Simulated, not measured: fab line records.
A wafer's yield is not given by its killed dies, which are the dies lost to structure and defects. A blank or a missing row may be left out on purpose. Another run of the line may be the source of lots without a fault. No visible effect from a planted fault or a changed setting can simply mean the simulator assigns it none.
Struck lot and sound lot, side by side :: flow nand_harc :: 14 out of 1302 route steps
Sound: the wafers L866.1, L866.3, L866.6. Struck: wafers L879.1, L879.3, L879.6. The cause is named last.
Per side, at each step with rows, come the tool, then ch with its chambers, and then its first start. Under that, the readings that differ: sound wafers :: struck wafers :: difference of the means :: sigmas: that difference in standard deviations of wafers without a fault.
alike: same words and numbers on both sides, and readings whose means sit less than 2 such deviations apart. not compared: any withheld reading, any reading some wafer has no value for, any bound like >300 that may hide the same value, and any number with overlapping values for which the record gives no deviation.
The two part at a step that has a row with sigmas, a row that says differs or no value, or rows on one side only. Non-overlapping numbers with no deviation appear without sigmas and do not part them. A reading that every wafer of one side lacks parts them only if that side has two wafers or more.

NHARC_P_CONTACT_CD_MEAS_19:
  struck on cd_sem-03, day 12 00:56; sound on cd_sem-02, day 6 02:29
  alike: cd_nm
NHARC_P_CONTACT_STRIP_28: strips in O2.
  sound on rie_diel-11 ch 1,2,3, day 6 02:34; struck on rie_diel-11 ch 1,2,3, day 12 01:02
  alike: drypump_motor_current_A, oes_product_au, rf_vpp_V, showerhead_plenum_p_Torr, throttle_valve_pct
  not compared: rf_hours_counter_h
then, 1 step without rows for these wafers: NHARC_P_CONTACT_STRIP_29 (strips in post etch residue remover, time 1200 s).
NHARC_P_CONTACT_DEGAS_38: time 60 s.
  struck on pvd_sputter-01, day 12 01:39; sound on pvd_sputter-03, day 6 03:13
  alike: heater_power_w
then, 1 step without rows for these wafers: NHARC_P_CONTACT_PRE_CLEAN_39 (time 19.5 s).
NHARC_P_CONTACT_PVD_32: deposits Ti, target thk 5 nm, time 17.7 s.
  sound on pvd_sputter-03; struck on pvd_sputter-01
  alike: throttle_valve_pct
then, 1 step without rows for these wafers: NHARC_P_CONTACT_ALD_22 (deposits TiN, target thk 3 nm, pulse time 1 s, ald cycles 150).
NHARC_P_CONTACT_CVD_23: deposits W, target thk 200 nm, time 557 s.
  sound: cvd_w-02 ch 0; struck: cvd_w-01 ch 0,1
  alike: heater_power_w, mfc_wf6_sccm, throttle_valve_pct
NHARC_P_CONTACT_CMP_24: polishes, t overpolish 30 s, target thk 200 nm.
  sound on cmp-04 ch 1,3, day 6 04:19; struck on cmp-02 ch 0,2, day 12 02:48
  alike: motor_current_A, overpolish_run_s, slurry_flow_ml_min, time_to_endpoint_s
following that, these wafers have no rows for 1 step: NHARC_P_CONTACT_SRD_26.
NHARC_P_CONTACT_INSPECT_27:
  struck on defect_inspect-01, day 12 03:10; sound on defect_inspect-01, day 6 04:42
  alike: raw_defect_count
NHARC_P_M0_DEP_00: deposits SiOC, target thk 150 nm.
  sound on pecvd-03 ch 0,2, day 6 04:49; struck on pecvd-04 ch 0,1,2, day 12 03:44
then, 1 step without rows for these wafers: NHARC_P_M0_DEHYDRATE_01 (time 120 s).
-- record jumps: 20 days between struck wafers' starts before vs after; left off in module P_M0, resumes in module END, first step shown is number 1302 of the route --
NHARC_END_SORT_01:
  here the record holds rows for the struck wafers (prober-02 ch 0, day 31 22:18) but none for the sound ones

## WHERE THEY PART
NHARC_END_SORT_01 only, going by this record.

WHY: the cause the simulator had injected
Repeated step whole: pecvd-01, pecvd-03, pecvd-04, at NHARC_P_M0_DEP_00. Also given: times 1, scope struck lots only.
